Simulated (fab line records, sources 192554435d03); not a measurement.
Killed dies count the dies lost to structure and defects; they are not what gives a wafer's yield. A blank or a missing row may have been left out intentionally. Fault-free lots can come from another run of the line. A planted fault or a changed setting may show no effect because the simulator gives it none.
The same fault as seen by 3 desks	flow n5 finfet	every desk sees just its own numbers, and what lay behind them comes last

THE DEFECT DESK
Per lot, the means of the sampled wafers with a number show what the inspections along the route counted. The brackets show how far a lot's mean lies from the usual mean; more than 4 standard deviations puts the lot out of limits, marked OUT.
Columns: A = raw defect count at N5_MOL_CONTACT_COAG_INSPECT_42, usual 214
lot	first seen here	A
L616	day 5 04:59	255
L618	day 5 19:22	175
L628	day 8 03:11	1952 (+26) OUT
L629	day 8 11:50	1990 (+27) OUT
L630	day 8 16:48	2038 (+28) OUT
L632	day 9 15:04	300
L633	day 9 17:24	159
L638	day 10 19:30	367
L639	day 10 21:16	153
This desk's finding: out of limits on L628, L629, L630; first on L628, day 8 03:11 (raw defect count at N5_MOL_CONTACT_COAG_INSPECT_42). L616, L618, L632, L633, L638, L639: within limits.

THE TOOL OWNER'S DESK: ald sin-01
The tool's own readings at N5_MOL_CONTACT_COAG_ALD_131 (deposits SiO2, target thk 5 nm, pulse time 1 s, co reactant pulse time 1 s): means of the sampled wafers that have a number, for each lot that ran on this tool. The brackets show how far a lot's mean lies from the usual mean; more than 4 standard deviations puts the lot out of limits, marked OUT.
Columns: A = chamber pressure Torr at N5_MOL_CONTACT_COAG_ALD_131, usual 2.000 Torr; B = heater power w at N5_MOL_CONTACT_COAG_ALD_131, usual 78 W; C = precursor pulse height rel at N5_MOL_CONTACT_COAG_ALD_131, usual 0.997
lot	first seen here	A	B	C
L638	day 10 18:00	2.003	84	1.012
This desk's finding: nothing out of limits on the one lot.

THE METROLOGY DESK
What the gauges read, lot by lot, whatever tool the lot ran on: means of the sampled wafers that have a number. The brackets show how far a lot's mean lies from the usual mean; more than 4 standard deviations puts the lot out of limits, marked OUT. Only the readings that lie furthest out on some lot appear, 7 of the 12 it has.
Columns: A = DIBL_P at N5_BEOL_M4_RC_MEAS_101, usual 36.4 mV/V; B = IOFF_N at N5_BEOL_M4_RC_MEAS_101, usual 0.164 nA/um; C = ION_N at N5_BEOL_M4_RC_MEAS_101, usual 675 uA/um; D = ION_P at N5_BEOL_M4_RC_MEAS_101, usual 463 uA/um; E = SS_P at N5_BEOL_M4_RC_MEAS_101, usual 73.3 mV/dec; F = VT_N at N5_BEOL_M4_RC_MEAS_101, usual 249.2 mV; G = VT_P at N5_BEOL_M4_RC_MEAS_101, usual -250.1 mV
lot	first seen here	A	B	C	D	E	F	G
L616	day 5 02:06	36.1	0.146	671	454	73.5	249.8	-255.4
L618	day 5 18:01	37.2	0.166	682	468	73.5	248.4	-249.9
L628	day 8 01:16	-	-	-	-	-	-	-
L629	day 8 10:09	-	-	-	-	-	-	-
L630	day 8 14:52	-	-	-	-	-	-	-
L632	day 9 13:08	35.3	0.165	681	463	72.8	248.2	-251.2
L633	day 9 15:50	38.5	0.225	699	468	74.1	245.0	-248.2
L638	day 10 17:26	36.4	0.151	665	462	72.6	250.5	-250.1
L639	day 10 19:49	36.7	0.174	676	460	73.9	249.2	-250.6
Finding of this desk: none of the 9 lots has anything out of limits.

TAKEN TOGETHER
The defect desk could have raised an alarm at day 8 03:11, on L628, L629, L630.
The desk of the tool owner found nothing out of limits.
Nothing out of limits was seen by the metrology desk.
The tool owner's desk has no number on record for L628, L629, L630.
The metrology desk has L628, L629, L630 on record, within its limits.
N5_MOL_CONTACT_COAG_ALD_131 was run on ald sin-01 by each of the lots named.

WHAT THE SIMULATOR HAD PUT IN
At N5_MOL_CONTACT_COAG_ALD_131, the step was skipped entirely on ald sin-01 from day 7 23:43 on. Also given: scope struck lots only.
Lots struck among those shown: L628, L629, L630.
Hours from the fault's start to each desk's first reading out of limits: the defect desk, 3.
